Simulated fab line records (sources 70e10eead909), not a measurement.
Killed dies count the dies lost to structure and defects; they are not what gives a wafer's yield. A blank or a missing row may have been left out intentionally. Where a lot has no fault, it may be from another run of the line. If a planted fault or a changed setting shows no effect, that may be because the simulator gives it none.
fab line records	flow nand_harc
record: lots: 6	wafers: 18	last_day: 32
route steps=1302 shown A_CONTACT@1037 END@1302
lots that met no fault: taken from a fault-free run of the same line
start_h: start of the lot's first displayed wafer, in hours after the record's first day	wait_h: hours from the lot's prior step to this one	" as in the row above	L1.1+2: a row that stands for several wafers	- either no value or no given start	* or withheld: withheld	< > ~ a bound
route shown NAME@n: NAME is a module with steps in the file, n the number in the route of the first one	usual: mean/standard deviation taken from wafers without a fault	same: alike in all rows	chamber/n: place in a boat	sites: each site's reading	_std_site: how widely they spread, as a standard deviation	_edge_site: outer sites' mean less inner sites'	radius_mm: how far each site lies from the wafer's centre	mask NAME#n: copy n	behind: the most recent tool/chamber to have shaped the wafer	hold: what put the lot on hold/how long, in hours/how the hold closed	device: which transistor (n, p or np) failed to switch	end of line: the route-end tests of the same wafers	a step without rows: its recipe alone	killed: dies that structure and defects cost at the first sort, which is not the same as the wafer's yield	map: dies across one wafer; x = killed, . = not, _ = none there
set.NAME: the setting the step ran with; set.NAME@STEP: the setting that earlier step ran with	model.NAME: the simulator's own value behind a step, which no gauge read
a table for each step, a row for each wafer; lots at some steps of the route
services: the hour from which a tool's chamber was out of use, counted from the record's first day as start_h (under 0 if before that day), plus the number of hours and why
== steps ==
step: NHARC_A_CONTACT_PEB_67
recipe: peb_temp_c: 100	peb_time_s: 65
step: NHARC_A_CONTACT_DEVELOP_68
recipe: develop_time_s: 35	dev_temp_c: 23
step: NHARC_A_CONTACT_CD_MEAS_69
recipe: target_cd_nm: 300	landing_energy_ev: 500
usual: cd_nm: 300.0/0.49
lot.wafer	tool	chamber	start_h	wait_h	cd_nm
L138.1	cd_sem-01	0	556.52	-	301.0
L138.3	"	0	"	"	300.6
L138.4	"	0	"	"	300.0
L143.2	cd_sem-03	0	609.10	-	300.2
L143.4	"	0	"	"	300.3
L143.6	"	0	"	"	300.8
L145.1	cd_sem-03	0	610.41	-	301.4
L145.2	"	0	"	"	300.0
L145.3	"	0	"	"	300.9
L151.1	cd_sem-03	0	693.52	-	300.0
L151.2	"	0	"	"	299.8
L151.5	"	0	"	"	299.5
L154.2	cd_sem-02	0	708.64	-	300.5
L154.3	"	0	"	"	300.3
L154.6	"	0	"	"	300.1
L153.2	cd_sem-02	0	709.76	-	298.9
L153.5	"	0	"	"	298.8
L153.6	"	0	"	"	299.4
step: NHARC_A_CONTACT_OVL_MEAS_70
usual: overlay_x_nm: 0.0/0.82	overlay_y_nm: -0.1/0.65
lot.wafer	tool	chamber	start_h	wait_h	overlay_x_nm	overlay_y_nm
L138.1	overlay-01	-	556.61	-	-1.4	0.1
L138.3	"	-	"	"	-0.5	0.1
L138.4	"	-	"	"	-0.8	0.3
L143.2	overlay-01	-	609.19	-	1.1	-0.4
L143.4	"	-	"	"	1.7	0.2
L143.6	"	-	"	"	1.2	-0.6
L145.1	overlay-01	-	610.50	-	-0.4	0.2
L145.2	"	-	"	"	-0.4	-0.1
L145.3	"	-	"	"	-0.2	0.4
L151.1	overlay-01	-	693.61	-	-1.1	-0.1
L151.2	"	-	"	"	-1.3	-0.5
L151.5	"	-	"	"	-1.2	-0.3
L154.2	overlay-01	-	708.72	-	0.0	0.8
L154.3	"	-	"	"	0.0	0.2
L154.6	"	-	"	"	-0.1	0.9
L153.2	overlay-01	-	709.84	-	-0.4	-1.0
L153.5	"	-	"	"	-0.4	-1.5
L153.6	"	-	"	"	-0.5	-1.6
step: NHARC_A_CONTACT_INSPECT_71
usual: raw_defect_count: 85/38
lot.wafer	tool	chamber	start_h	wait_h	raw_defect_count
L138.1	defect_inspect-02	-	556.64	0.0	57
L138.3	"	-	"	"	67
L138.4	"	-	"	"	60
L143.2	defect_inspect-01	-	609.23	0.0	107
L143.4	"	-	"	"	119
L143.6	"	-	"	"	114
L145.1	defect_inspect-02	-	610.54	0.0	76
L145.2	"	-	"	"	109
L145.3	"	-	"	"	92
L151.1	defect_inspect-02	-	693.65	0.0	38
L151.2	"	-	"	"	24
L151.5	"	-	"	"	30
L154.2	defect_inspect-01	-	708.76	0.0	60
L154.3	"	-	"	"	62
L154.6	"	-	"	"	69
L153.2	defect_inspect-01	-	709.88	0.0	72
L153.5	"	-	"	"	85
L153.6	"	-	"	"	76
step: NHARC_A_CONTACT_DESCUM_74
recipe: time_s: 3	o2_flow_sccm: 200	ar_flow_sccm: 0	bias_power_w: 0	chemistry: O2
step: NHARC_A_CONTACT_ETCH_75
recipe: target_depth_a: 390	over_etch_frac: 0.3	time_s: 65	ion_energy_ev: 80	cf4_flow_sccm: 150	ar_flow_sccm: 0	rf_w: 300	bias_w: 100	chemistry: CF4
step: NHARC_A_CONTACT_ETCH_76
recipe: target_depth_a: 2600	over_etch_frac: 0.3	time_s: 475.3	ion_energy_ev: 200	n2_flow_sccm: 150	h2_flow_sccm: 150	ar_flow_sccm: 0	rf_w: 400	bias_w: 150	chemistry: N2/H2
usual: bias_w: 150.0/0.44	chamber_pressure_mTorr: 30.000/0.027	drypump_motor_current_A: 5.8/0.45	oes_product_au: 1.000/0.0093	rf_fwd_power_W: 399.4/1.2	rf_vpp_V: 429.5/2.7	showerhead_plenum_p_Torr: 2.01/0.096	throttle_valve_pct: 14.173/0.0084
lot.wafer	tool	chamber	start_h	wait_h	bias_w	chamber_pressure_mTorr	drypump_motor_current_A	oes_product_au	rf_fwd_power_W	rf_hours_counter_h	rf_vpp_V	showerhead_plenum_p_Torr	throttle_valve_pct
L138.3	rie_diel-12	2	-	-	149.4	30.020	5.2	1.001	399.4	13	429.9	2.04	14.175
L138.4	"	0	"	"	149.7	29.981	5.6	0.995	397.9	18	426.3	1.88	14.184
L138.1	"	1	"	"	150.4	30.063	6.4	0.982	397.9	18	430.7	1.96	14.162
L143.2	rie_diel-12	1	-	-	149.9	30.018	6.4	1.010	397.9	31	426.0	1.95	14.176
L143.4	"	0	"	"	149.8	30.044	5.6	1.005	399.5	31	424.3	1.87	14.161
L143.6	"	2	"	"	149.5	29.984	5.2	1.007	397.6	-	429.5	2.03	14.174
L145.1	rie_diel-10	1	-	-	149.8	30.024	5.6	0.997	399.3	1	430.0	2.03	14.172
L145.2	"	2	"	"	149.9	30.007	5.3	1.007	400.6	1	434.5	2.20	14.175
L145.3	"	3	"	"	150.1	30.018	6.1	1.010	401.1	1	428.9	1.93	14.178
L151.1	rie_diel-12	3	-	-	149.6	30.008	6.4	1.005	400.5	9	429.2	2.00	14.175
L151.2	"	1	"	"	150.0	30.021	6.4	0.991	399.3	10	427.7	1.95	14.164
L151.5	"	3	"	"	149.4	29.989	6.4	0.993	399.3	-	429.7	2.00	14.163
L154.2	rie_diel-12	2	-	-	150.4	29.986	5.2	0.999	397.0	12	428.4	2.03	14.174
L154.3	"	0	"	"	149.5	29.994	5.6	1.010	399.8	14	433.9	2.21	14.172
L154.6	"	3	"	"	149.5	29.988	6.4	0.984	401.0	-	427.6	2.00	14.169
L153.2	rie_diel-13	3	-	-	150.5	30.020	5.4	0.999	400.0	0	428.2	1.93	14.164
L153.6	"	3	"	"	149.8	29.994	5.4	0.990	398.6	-	426.6	1.93	14.177
L153.5	"	0	"	"	149.0	29.983	5.7	0.982	400.5	-	429.6	1.98	14.169
step: NHARC_A_CONTACT_ETCH_77
recipe: target_depth_a: 1089	time_s: 54.5	cf4_flow_sccm: 100	chf3_flow_sccm: 30	ar_flow_sccm: 0	rf_w: 500	bias_w: 200	chemistry: CF4/CHF3
usual: bias_w: 200.0/0.56	cf4_flow_sccm: 100.0/0.31	drypump_motor_current_A: 5.8/0.45	oes_product_au: 0.938/0.022	rf_fwd_power_W: 495.1/1.9	rf_vpp_V: 369.9/2.6	showerhead_plenum_p_Torr: 1.55/0.072	throttle_valve_pct: 16.803/0.0089
lot.wafer	tool	chamber	start_h	wait_h	bias_w	cf4_flow_sccm	drypump_motor_current_A	oes_product_au	rf_fwd_power_W	rf_hours_counter_h	rf_vpp_V	showerhead_plenum_p_Torr	throttle_valve_pct
L138.4	rie_diel-12	1	-	-	199.8	99.7	6.4	0.912	495.2	18	369.5	1.51	16.806
L138.1	"	2	"	"	200.6	99.9	5.2	0.922	493.0	13	371.0	1.57	16.794
L138.3	"	3	"	"	200.7	100.3	6.4	0.928	495.6	18	369.6	1.55	16.797
L143.4	rie_diel-12	2	-	-	200.2	99.1	5.2	0.923	494.5	24	370.5	1.57	16.806
L143.2	"	3	"	"	200.2	99.3	6.4	0.927	495.2	29	369.2	1.55	16.801
L143.6	"	2	"	"	200.9	100.0	5.2	0.922	493.6	-	371.6	1.57	16.799
L145.3	rie_diel-10	1	-	-	200.2	99.7	5.5	0.983	496.4	1	370.9	1.56	16.806
L145.2	"	3	"	"	199.9	100.1	6.0	0.973	494.9	1	367.3	1.50	16.811
L145.1	"	0	"	"	199.6	99.6	5.6	0.991	492.2	1	371.0	1.55	16.797
L151.2	rie_diel-12	1	-	-	200.3	100.0	6.4	0.958	494.1	10	366.6	1.51	16.809
L151.1	"	2	"	"	199.2	99.8	5.2	0.982	493.9	9	372.5	1.57	16.788
L151.5	"	3	"	"	200.1	100.0	6.4	0.984	496.8	-	369.3	1.54	16.778
L154.2	rie_diel-12	1	-	-	200.4	100.2	6.4	0.918	495.1	13	367.8	1.51	16.807
L154.3	"	2	"	"	199.9	99.9	5.2	0.934	493.0	12	369.9	1.57	16.808
L154.6	"	0	"	"	199.6	100.7	5.6	0.924	496.5	-	375.1	1.70	16.813
L153.2	rie_diel-13	3	-	-	200.1	100.3	5.4	0.984	494.2	0	367.5	1.49	16.801
L153.5	"	3	"	"	200.9	99.7	5.4	0.984	490.3	-	367.7	1.49	16.804
L153.6	"	0	"	"	199.1	100.1	5.7	0.975	494.4	-	369.1	1.53	16.815
step: NHARC_A_CONTACT_ETCH_78
recipe: target_depth_a: 53000	over_etch_frac: 0.3	time_s: 1378	ion_energy_ev: 150	o2_flow_sccm: 400	cos_flow_sccm: 20	ar_flow_sccm: 0	rf_w: 500	bias_w: 300	chemistry: O2/COS
usual: bias_w: 300.0/0.87	chamber_pressure_mTorr: 19.999/0.017	cos_flow_sccm: 20.01/0.065	drypump_motor_current_A: 5.8/0.46	o2_flow_sccm: 400.2/1.3	oes_product_au: 1.002/0.0085	rf_fwd_power_W: 499.7/1.3	rf_vpp_V: 313.7/2.2	showerhead_plenum_p_Torr: 3.08/0.14	throttle_valve_pct: 28.331/0.0085
lot.wafer	tool	chamber	start_h	wait_h	bias_w	chamber_pressure_mTorr	cos_flow_sccm	drypump_motor_current_A	o2_flow_sccm	oes_product_au	rf_fwd_power_W	rf_hours_counter_h	rf_vpp_V	showerhead_plenum_p_Torr	throttle_valve_pct
L138.3	rie_diel-12	3	-	-	299.9	19.968	20.01	6.4	400.1	1.003	501.4	18	314.6	3.08	28.337
L138.4	"	1	"	"	299.0	20.027	19.90	6.4	400.5	0.993	500.7	18	312.4	3.00	28.336
L138.1	"	2	"	"	299.7	19.993	20.03	5.2	400.3	1.005	500.5	13	314.1	3.12	28.336
L143.4	rie_diel-12	1	-	-	298.6	19.998	19.96	6.4	402.1	1.000	498.7	31	312.3	3.00	28.342
L143.2	"	2	"	"	299.6	19.953	20.01	5.2	398.7	1.000	497.1	24	313.5	3.12	28.345
L143.6	"	1	"	"	299.4	20.015	20.03	6.4	400.8	0.999	502.2	-	312.1	3.00	28.321
L145.1	rie_diel-10	0	-	-	299.8	19.991	20.03	5.6	398.6	1.013	498.7	1	313.1	3.07	28.335
L145.2	"	1	"	"	301.1	19.998	19.91	5.5	400.2	0.996	500.4	1	314.0	3.10	28.316
L145.3	"	3	"	"	300.2	19.997	20.02	6.0	399.6	1.004	499.7	1	312.7	2.97	28.337
L151.1	rie_diel-12	3	-	-	300.4	20.019	20.10	6.3	400.2	1.008	499.8	10	313.5	3.06	28.332
L151.2	"	2	"	"	301.9	19.991	19.91	5.2	399.3	1.009	500.1	9	315.1	3.11	28.334
L151.5	"	3	"	"	301.0	19.972	20.06	6.4	399.6	0.994	499.8	-	315.4	3.07	28.324
L154.2	rie_diel-12	3	-	-	299.7	19.969	19.98	6.4	402.0	0.996	498.3	14	314.6	3.06	28.331
L154.3	"	0	"	"	299.9	19.996	19.96	5.6	399.6	1.005	498.8	15	318.6	3.37	28.330
L154.6	"	2	"	"	299.8	19.993	20.12	5.2	401.2	1.008	499.2	-	314.3	3.11	28.326
L153.2	rie_diel-13	2	-	-	298.2	19.993	19.94	6.2	400.1	1.001	500.2	0	318.3	3.34	28.324
L153.5	"	3	"	"	300.0	19.988	20.01	5.4	397.5	1.008	500.2	-	311.0	2.96	28.334
L153.6	"	0	"	"	300.8	20.007	20.13	5.7	399.6	0.995	500.2	-	313.8	3.03	28.319
step: NHARC_A_CONTACT_ETCH_124
recipe: source_w: withheld	pressure_mtorr: 20	bias_v: withheld	time_s: 140	target_depth_a: 7000	ar_flow_sccm: withheld	c4f8_flow_sccm: withheld	o2_flow_sccm: withheld	chemistry: C4F8/O2/Ar
usual: chamber_pressure_mTorr: 20.000/0.021	oes_air_line_au: 1.003/0.023
lot.wafer	tool	chamber	start_h	wait_h	chamber_pressure_mTorr	oes_air_line_au	rf_hours_counter_h
L138.1	har_cap_etch-03	0	558.28	-	20.032	1.037	49
L138.4	"	1	"	"	20.002	1.018	-
L138.3	"	0	"	"	19.999	1.031	-
L143.2	har_cap_etch-03	0	610.86	-	20.058	0.995	59
L143.4	"	1	"	"	20.035	1.022	-
L143.6	"	0	"	"	20.012	1.003	-
L145.1	har_cap_etch-02	1	612.15	-	20.011	1.021	107
L145.2	"	0	"	"	19.984	0.981	107
L145.3	"	1	"	"	19.999	1.001	-
L151.2	har_cap_etch-02	1	695.24	-	20.029	1.009	120
L151.1	"	0	"	"	20.027	1.022	120
L151.5	"	0	"	"	19.981	1.028	-
L154.2	har_cap_etch-02	0	710.35	-	20.021	1.029	125
L154.3	"	1	"	"	20.009	1.009	-
L154.6	"	0	"	"	19.970	0.986	-
L153.2	har_cap_etch-01	1	711.49	-	19.961	0.992	36
L153.5	"	1	"	"	19.995	0.988	-
L153.6	"	0	"	"	19.984	0.996	-
step: NHARC_A_CONTACT_ETCH_125
recipe: source_w: withheld	pressure_mtorr: 20	bias_v: 3000	time_s: 197	target_depth_a: 19180	ar_flow_sccm: withheld	c4f8_flow_sccm: withheld	o2_flow_sccm: withheld	chemistry: C4F8/O2/Ar
usual: chamber_pressure_mTorr: 19.998/0.019	oes_air_line_au: 1.005/0.023
lot.wafer	tool	chamber	start_h	wait_h	chamber_pressure_mTorr	oes_air_line_au	rf_hours_counter_h
L138.1	har_cap_etch-03	0	558.48	0.2	19.996	0.990	49
L138.4	"	1	"	"	19.997	1.014	-
L138.3	"	0	"	"	20.033	0.971	-
L143.2	har_cap_etch-03	0	611.06	0.2	20.015	0.983	59
L143.4	"	1	"	"	20.008	1.005	-
L143.6	"	0	"	"	20.018	1.004	-
L145.1	har_cap_etch-02	1	612.35	0.2	19.990	1.051	108
L145.2	"	0	"	"	20.002	1.004	108
L145.3	"	1	"	"	20.025	0.986	-
L151.2	har_cap_etch-02	1	695.44	0.2	20.004	0.997	121
L151.1	"	0	"	"	19.979	0.992	121
L151.5	"	0	"	"	19.988	1.020	-
L154.2	har_cap_etch-02	0	710.55	0.2	20.001	1.023	125
L154.3	"	1	"	"	20.016	0.995	-
L154.6	"	0	"	"	19.982	1.007	-
L153.2	har_cap_etch-01	1	711.69	0.2	19.959	1.029	36
L153.5	"	1	"	"	20.009	1.036	-
L153.6	"	0	"	"	19.987	0.961	-
step: NHARC_A_CONTACT_ETCH_126
recipe: source_w: withheld	pressure_mtorr: 20	bias_v: 3000	time_s: 197	target_depth_a: 19180	ar_flow_sccm: withheld	c4f8_flow_sccm: withheld	o2_flow_sccm: withheld	chemistry: C4F8/O2/Ar
usual: chamber_pressure_mTorr: 19.999/0.019	oes_air_line_au: 0.998/0.019
lot.wafer	tool	chamber	start_h	wait_h	chamber_pressure_mTorr	oes_air_line_au	rf_hours_counter_h
L138.1	har_cap_etch-03	0	558.66	0.1	20.018	1.014	49
L138.4	"	1	"	"	19.982	0.997	-
L138.3	"	0	"	"	19.976	0.994	-
L143.2	har_cap_etch-03	0	611.23	0.1	-	-	-
L143.4	"	1	"	"	-	-	-
L143.6	"	0	"	"	-	-	-
L145.1	har_cap_etch-02	1	612.52	0.1	-	-	-
L145.2	"	0	"	"	-	-	-
L145.3	"	1	"	"	-	-	-
L151.2	har_cap_etch-02	1	695.62	0.1	20.003	0.988	121
L151.1	"	0	"	"	19.971	0.961	121
L151.5	"	0	"	"	20.000	1.004	-
L154.2	har_cap_etch-02	0	710.73	0.1	20.002	0.994	125
L154.3	"	1	"	"	19.952	1.019	-
L154.6	"	0	"	"	19.982	0.998	-
L153.2	har_cap_etch-01	1	711.87	0.1	19.986	0.978	36
L153.5	"	1	"	"	19.981	0.989	-
L153.6	"	0	"	"	19.999	0.989	-
step: NHARC_A_CONTACT_ETCH_127
recipe: source_w: withheld	pressure_mtorr: 20	bias_v: 3000	time_s: 197	target_depth_a: 19180	ar_flow_sccm: withheld	c4f8_flow_sccm: withheld	o2_flow_sccm: withheld	chemistry: C4F8/O2/Ar
step: NHARC_END_SORT_01
recipe: temp_c: 25
usual: killed_at_array: 53/18	killed_at_other: 0.8/1.1	killed_at_periphery: 4.1/2.7	killed_dies: 58/18	killed_open: 3.1/1.7	killed_short: 2.7/1.7
same: gross_dies: 677
lot.wafer	tool	chamber	start_h	wait_h	killed_at_array	killed_at_other	killed_at_periphery	killed_dies	killed_open	killed_short
L138.1	prober-02	0	617.42	2.5	47	0	4	51	4	3
L138.3	prober-02	0	619.02	3.1	42	1	1	44	2	2
L138.4	prober-02	0	619.83	3.4	51	0	2	53	4	5
L145.1	prober-01	0	667.63	2.5	673	1	3	677	1	4
L145.2	prober-01	0	668.43	2.8	670	0	7	677	1	4
L145.3	prober-01	0	669.23	3.1	672	0	5	677	5	1
L143.2	prober-02	0	668.45	2.8	673	1	3	677	4	4
L143.4	prober-02	0	670.07	3.4	674	2	1	677	5	0
L143.6	prober-02	0	671.68	4.0	675	1	1	677	2	3
L153.2	prober-01	0	771.59	2.8	54	0	6	60	4	1
L153.5	prober-01	0	774.00	3.7	65	1	3	69	4	5
L153.6	prober-01	0	774.81	4.0	58	0	2	60	5	3
L154.2	prober-02	0	771.61	2.8	35	1	4	40	2	0
L154.3	prober-02	0	772.39	3.1	57	2	4	63	3	5
L154.6	prober-02	0	774.75	3.9	42	2	2	46	6	1
killed by level:class
L138.1 A_SLIT:chamber_film_flake=26 A_CHANNEL_HOLE_D2:chamber_film_flake=7 A_DECK1_JOINT:chamber_film_flake=3 P_CONTACT:geometric_particle:open=2 P_GATE:chamber_film_flake=2 A_WL_FILL:chamber_film_flake=2 A_CONTACT:chamber_film_flake=2 A_ONON_D1:geometric_particle:short=1
L138.3 A_SLIT:chamber_film_flake=18 A_CHANNEL_HOLE_D2:chamber_film_flake=7 A_CHANNEL_HOLE_D1:chamber_film_flake=4 A_CONTACT:chamber_film_flake=4 A_STAIRCASE:chamber_film_flake=2 A_SGD_CUT:chamber_film_flake=2 A_WL_FILL:chamber_film_flake=2 P_STI:geometric_particle:short=1
L138.4 A_SLIT:chamber_film_flake=30 A_CHANNEL_HOLE_D1:chamber_film_flake=3 A_CHANNEL_HOLE_D2:chamber_film_flake=3 A_CHANNEL_FILL_D1:geometric_particle:short=2 A_CHANNEL_FILL_D1:geometric_particle:open=2 A_STAIRCASE:chamber_film_flake=2 A_SGD_CUT:chamber_film_flake=2 A_CONTACT:chamber_film_flake=2
L145.1 A_CONTACT:area_etch=619 A_SLIT:chamber_film_flake=21 A_CHANNEL_HOLE_D2:chamber_film_flake=14 A_CONTACT:chamber_film_flake=10 A_CHANNEL_HOLE_D1:chamber_film_flake=2 A_ONON_D1:geometric_particle:open=1 A_ONON_D1:geometric_particle:short=1 A_ONON_D2:geometric_particle:short=1
L145.2 A_CONTACT:area_etch=620 A_SLIT:chamber_film_flake=19 A_STAIRCASE:chamber_film_flake=8 A_CHANNEL_HOLE_D2:chamber_film_flake=6 P_CONTACT:chamber_film_flake=4 A_CONTACT:chamber_film_flake=4 A_WL_FILL:chamber_film_flake=4 A_CHANNEL_HOLE_D1:chamber_film_flake=3
L143.2 A_CONTACT:area_etch=601 A_CHANNEL_HOLE_D1:chamber_film_flake=35 A_SLIT:chamber_film_flake=21 A_CHANNEL_HOLE_D2:unspecified=3 A_STAIRCASE:chamber_film_flake=3 P_CONTACT:geometric_particle:short=2 A_CHANNEL_FILL_D1:chamber_film_flake=2 A_WL_FILL:chamber_film_flake=2
L145.3 A_CONTACT:area_etch=608 A_SLIT:chamber_film_flake=36 A_CHANNEL_HOLE_D2:chamber_film_flake=9 A_CHANNEL_HOLE_D1:chamber_film_flake=5 A_CONTACT:chamber_film_flake=4 A_STAIRCASE:chamber_film_flake=4 A_WL_FILL:chamber_film_flake=3 A_SOURCE_PLATE:geometric_particle:open=2
L143.4 A_CONTACT:area_etch=589 A_CHANNEL_HOLE_D1:chamber_film_flake=37 A_SLIT:chamber_film_flake=35 A_CONTACT:chamber_film_flake=3 A_STAIRCASE:chamber_film_flake=3 A_CHANNEL_FILL_D1:geometric_particle:open=2 A_CONTACT:geometric_particle:open=2 P_STI:chamber_film_flake=1
L143.6 A_CONTACT:area_etch=619 A_SLIT:chamber_film_flake=28 A_CHANNEL_HOLE_D1:chamber_film_flake=12 A_CHANNEL_FILL_D1:chamber_film_flake=4 A_CHANNEL_HOLE_D2:unspecified=4 A_CHANNEL_HOLE_D2:chamber_film_flake=2 P_CONTACT:geometric_particle:short=1 A_CHANNEL_FILL_D1:geometric_particle:short=1
L153.2 A_CHANNEL_HOLE_D2:chamber_film_flake=22 A_CHANNEL_HOLE_D1:chamber_film_flake=9 A_SLIT:chamber_film_flake=9 A_CONTACT:chamber_film_flake=6 A_WL_FILL:chamber_film_flake=3 P_ZERO_WELL:chamber_film_flake=2 P_M2:chamber_film_flake=2 P_STI:geometric_particle:open=1
L154.2 A_SLIT:chamber_film_flake=21 A_CONTACT:chamber_film_flake=4 A_CHANNEL_FILL_D1:chamber_film_flake=3 A_DECK1_JOINT:chamber_film_flake=2 A_M0:chamber_film_flake=2 P_GATE:geometric_particle:open=1 P_M0:geometric_particle:open=1 P_ZERO_WELL:chamber_film_flake=1
L154.3 A_SLIT:chamber_film_flake=32 A_CONTACT:chamber_film_flake=9 A_STAIRCASE:chamber_film_flake=6 A_DECK1_JOINT:chamber_film_flake=2 THIN_TSV:chamber_film_flake=2 P_CONTACT:geometric_particle:open=1 P_M1:geometric_particle:open=1 P_M2:geometric_particle:short=1
L153.5 A_CHANNEL_HOLE_D2:chamber_film_flake=32 A_CHANNEL_HOLE_D1:chamber_film_flake=14 A_CONTACT:chamber_film_flake=4 A_SLIT:chamber_film_flake=4 A_STAIRCASE:chamber_film_flake=3 A_ONON_D1:geometric_particle:short=2 A_CHANNEL_FILL_D1:geometric_particle:short=2 P_GATE:geometric_particle:open=1
L154.6 A_SLIT:chamber_film_flake=20 A_CONTACT:chamber_film_flake=6 A_STAIRCASE:chamber_film_flake=4 A_CHANNEL_FILL_D1:geometric_particle:open=2 A_CHANNEL_HOLE_D1:chamber_film_flake=2 A_DECK1_JOINT:chamber_film_flake=2 THIN_TSV:chamber_film_flake=2 P_M0:geometric_particle:open=1
L153.6 A_CHANNEL_HOLE_D1:chamber_film_flake=20 A_CHANNEL_HOLE_D2:chamber_film_flake=20 A_SLIT:chamber_film_flake=5 A_CONTACT:chamber_film_flake=4 A_CHANNEL_FILL_D1:geometric_particle:short=2 A_WL_FILL:chamber_film_flake=2 P_STI:geometric_particle:open=1 P_GATE:geometric_particle:short=1
map L143.2 (x killed, . not)
____________x____________
_________xxxxxxx_________
_______xxxxxxxxxxx_______
______xxxxxxxxxxxxx______
_____xxxxxxxxxxxxxxx_____
____xxxxxxxxxxxxxxxxx____
____xxxxxxxxxxxxxxxxx____
___xxxxxxxxxxxxxxxxxxx___
___xxxxxxxxxxxxxxxxxxx___
__xxxxxxxxxxxxxxxxxxxxx__
__xxxxxxxxxxxxxxxxxxxxx__
_xxxxxxxxxxxxxxxxxxxxxxx_
_xxxxxxxxxxxxxxxxxxxxxxx_
_xxxxxxxxxxxxxxxxxxxxxxx_
_xxxxxxxxxxxxxxxxxxxxxxx_
_xxxxxxxxxxxxxxxxxxxxxxx_
xxxxxxxxxxxxxxxxxxxxxxxxx
xxxxxxxxxxxxxxxxxxxxxxxxx
xxxxxxxxxxxxxxxxxxxxxxxxx
xxxxxxxxxxxxxxxxxxxxxxxxx
xxxxxxxxxxxxxxxxxxxxxxxxx
_xxxxxxxxxxxxxxxxxxxxxxx_
_xxxxxxxxxxxxxxxxxxxxxxx_
_xxxxxxxxxxxxxxxxxxxxxxx_
_xxxxxxxxxxxxxxxxxxxxxxx_
_xxxxxxxxxxxxxxxxxxxxxxx_
__xxxxxxxxxxxxxxxxxxxxx__
__xxxxxxxxxxxxxxxxxxxxx__
___xxxxxxxxxxxxxxxxxxx___
___xxxxxxxxxxxxxxxxxxx___
____xxxxxxxxxxxxxxxxx____
____xxxxxxxxxxxxxxxxx____
_____xxxxxxxxxxxxxxx_____
______xxxxxxxxxxxxx______
_______xxxxxxxxxxx_______
_________xxxxxxx_________
____________x____________
map L145.1 (x killed, . not)
____________x____________
_________xxxxxxx_________
_______xxxxxxxxxxx_______
______xxxxxxxxxxxxx______
_____xxxxxxxxxxxxxxx_____
____xxxxxxxxxxxxxxxxx____
____xxxxxxxxxxxxxxxxx____
___xxxxxxxxxxxxxxxxxxx___
___xxxxxxxxxxxxxxxxxxx___
__xxxxxxxxxxxxxxxxxxxxx__
__xxxxxxxxxxxxxxxxxxxxx__
_xxxxxxxxxxxxxxxxxxxxxxx_
_xxxxxxxxxxxxxxxxxxxxxxx_
_xxxxxxxxxxxxxxxxxxxxxxx_
_xxxxxxxxxxxxxxxxxxxxxxx_
_xxxxxxxxxxxxxxxxxxxxxxx_
xxxxxxxxxxxxxxxxxxxxxxxxx
xxxxxxxxxxxxxxxxxxxxxxxxx
xxxxxxxxxxxxxxxxxxxxxxxxx
xxxxxxxxxxxxxxxxxxxxxxxxx
xxxxxxxxxxxxxxxxxxxxxxxxx
_xxxxxxxxxxxxxxxxxxxxxxx_
_xxxxxxxxxxxxxxxxxxxxxxx_
_xxxxxxxxxxxxxxxxxxxxxxx_
_xxxxxxxxxxxxxxxxxxxxxxx_
_xxxxxxxxxxxxxxxxxxxxxxx_
__xxxxxxxxxxxxxxxxxxxxx__
__xxxxxxxxxxxxxxxxxxxxx__
___xxxxxxxxxxxxxxxxxxx___
___xxxxxxxxxxxxxxxxxxx___
____xxxxxxxxxxxxxxxxx____
____xxxxxxxxxxxxxxxxx____
_____xxxxxxxxxxxxxxx_____
______xxxxxxxxxxxxx______
_______xxxxxxxxxxx_______
_________xxxxxxx_________
____________x____________
== services ==
tool	chamber	start_h	hours	kind
rie_diel-13	1	533.64	5.1	repair
rie_diel-10	-	552.61	1.2	repair
rie_diel-12	0	553.22	-	clean
rie_diel-12	1	553.22	-	clean
rie_diel-12	2	553.22	-	clean
rie_diel-12	3	553.22	-	clean
har_cap_etch-01	-	574.63	0.6	repair
rie_diel-12	0	577.73	-	clean
rie_diel-12	1	577.73	-	clean
rie_diel-12	2	577.73	-	clean
rie_diel-12	3	577.73	-	clean
rie_diel-10	-	597.98	9.0	pm
rie_diel-12	0	602.28	-	clean
rie_diel-12	1	602.28	-	clean
rie_diel-12	2	602.28	-	clean
rie_diel-12	3	602.28	-	clean
rie_diel-12	-	623.21	9.0	pm
rie_diel-12	0	623.21	9.0	vent_cycle
rie_diel-12	1	623.21	9.0	vent_cycle
rie_diel-10	1	655.03	5.8	repair
rie_diel-13	1	657.94	4.5	repair
rie_diel-10	2	658.19	6.1	repair
rie_diel-13	-	696.02	9.0	pm
rie_diel-10	2	711.88	7.7	repair
== key ==
first_sign: step: NHARC_A_CONTACT_ETCH_126	reading: tool_record	direction: missing
effect: step: NHARC_END_SORT_01	reading: killed_dies	direction: up	sigmas: 34	usual: 58	struck: 677
more_kills_born_at: NHARC_A_CONTACT_ETCH_126@har_cap_etch-02: 1847	NHARC_A_CONTACT_ETCH_126@har_cap_etch-03: 1809
met_at NHARC_A_CONTACT_ETCH_126
struck_wafers L143.2,L143.4,L143.6,L145.1,L145.2,L145.3
later_rows_left_out L143.2,L143.4,L143.6,L145.1,L145.2,L145.3
tester_left_out L143,L145
onset_between 558.66 611.23
fault: kind: skipped_step_whole	tool: har_cap_etch-02,har_cap_etch-03	chamber: -	onset_h: 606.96	steps: NHARC_A_CONTACT_ETCH_126	scope: struck_lots_only
tester_left_out: of these lots the tester's yield and bins aren't shown, on N5 and GAA mostly nor the transistor test; their killed dies are dies lost to structure and defects alone, not to doping, threshold or leakage, so they don't give the yield
later_rows_left_out: the simulator's readings of these wafers behind a module that went badly wrong aren't trusted and aren't shown, but for the sort
